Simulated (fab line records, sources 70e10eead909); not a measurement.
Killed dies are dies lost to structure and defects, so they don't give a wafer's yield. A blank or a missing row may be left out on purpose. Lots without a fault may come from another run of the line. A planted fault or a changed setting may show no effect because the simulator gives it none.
One fault seen from 3 desks | flow nand_harc | each desk has only its own numbers; what lay behind them comes last

THE TOOL OWNER'S DESK: lpcvd-01
The tool's own readings at NHARC_P_STI_HM_DEP_30 (deposits Si3N4, target thk 80 nm, time 873 s): means of the sampled wafers that have a number, for each lot that ran on this tool. A lot is out of limits, marked OUT, if its mean lies more than 4 standard deviations from the usual mean; the brackets give that distance.
Columns: A = pressure_mtorr at NHARC_P_STI_HM_DEP_30, usual 300.1 mTorr; B = zone_power_lower_pct at NHARC_P_STI_HM_DEP_30, usual 13.9 %
lot  | first seen here | A     | B
L758 | day 3 12:53     | 300.1 | 15.2
L762 | day 5 02:46     | 299.8 | 15.3
L766 | day 7 00:19     | 299.6 | 15.2
L768 | day 7 14:30     | 300.2 | 13.8
L779 | day 12 05:58    | 300.5 | 13.7
This desk's finding: nothing out of limits on any of the 5 lots.

THE DEFECT DESK
What the inspections along the route counted, lot by lot: means of the sampled wafers that have a number. A lot is out of limits, marked OUT, if its mean lies more than 4 standard deviations from the usual mean; the brackets give that distance.
Columns: A = raw_defect_count at NHARC_P_STI_INSPECT_11, usual 5.4
lot  | first seen here | A
L757 | day 3 07:44     | 7.7
L758 | day 3 16:57     | 5.0
L759 | day 4 03:21     | 2.7
L761 | day 4 22:24     | 4.3
L762 | day 5 07:02     | 5.3
L766 | day 7 04:33     | 5.3
L767 | day 7 13:56     | 5.7
L768 | day 7 18:42     | 23.0 (+6.5) OUT
L777 | day 11 12:15    | 6.0
L778 | day 12 00:50    | 7.3
L779 | day 12 10:13    | 3.3
This desk's finding: out of limits on L768; first on L768, day 7 18:42 (raw_defect_count at NHARC_P_STI_INSPECT_11). In limits: L757, L758, L759, L761, L762, L766, L767, L777, L778, L779.

THE METROLOGY DESK
What the gauges read, lot by lot, whatever tool the lot ran on: means of the sampled wafers that have a number. A lot is out of limits, marked OUT, if its mean lies more than 4 standard deviations from the usual mean; the brackets give that distance.
Columns: A = cd_nm at NHARC_P_GATE_CD_MEAS_11, usual 1640.2 nm
lot  | first seen here | A
L757 | day 4 18:50     | 1639.5
L758 | day 5 05:35     | 1639.2
L759 | day 5 20:22     | 1641.0
L761 | day 6 11:11     | 1641.0
L762 | day 7 01:13     | 1641.6
L766 | day 8 20:57     | 1641.4
L767 | day 9 02:59     | 1640.2
L768 | day 9 10:03     | 1641.3
L777 | day 13 02:01    | 1640.9
L778 | day 13 12:26    | 1639.9
L779 | day 14 00:23    | 1640.1
This desk's finding: nothing out of limits on any of the 11 lots.

PUT TOGETHER
The defect desk could have raised an alarm at day 7 18:42, on L768.
The tool owner's desk saw nothing out of limits.
The metrology desk saw nothing out of limits.
The tool owner's desk has L768 on record, within its limits.
The metrology desk has L768 on record, within its limits.
Of the lots named, all ran NHARC_P_STI_HM_DEP_30 on lpcvd-01.

WHAT THE SIMULATOR HAD PUT IN
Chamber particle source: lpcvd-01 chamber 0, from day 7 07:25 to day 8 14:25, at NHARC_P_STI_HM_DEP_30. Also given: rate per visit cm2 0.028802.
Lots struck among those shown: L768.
Hours from the fault's start to each desk's first reading out of limits: the defect desk, 11.
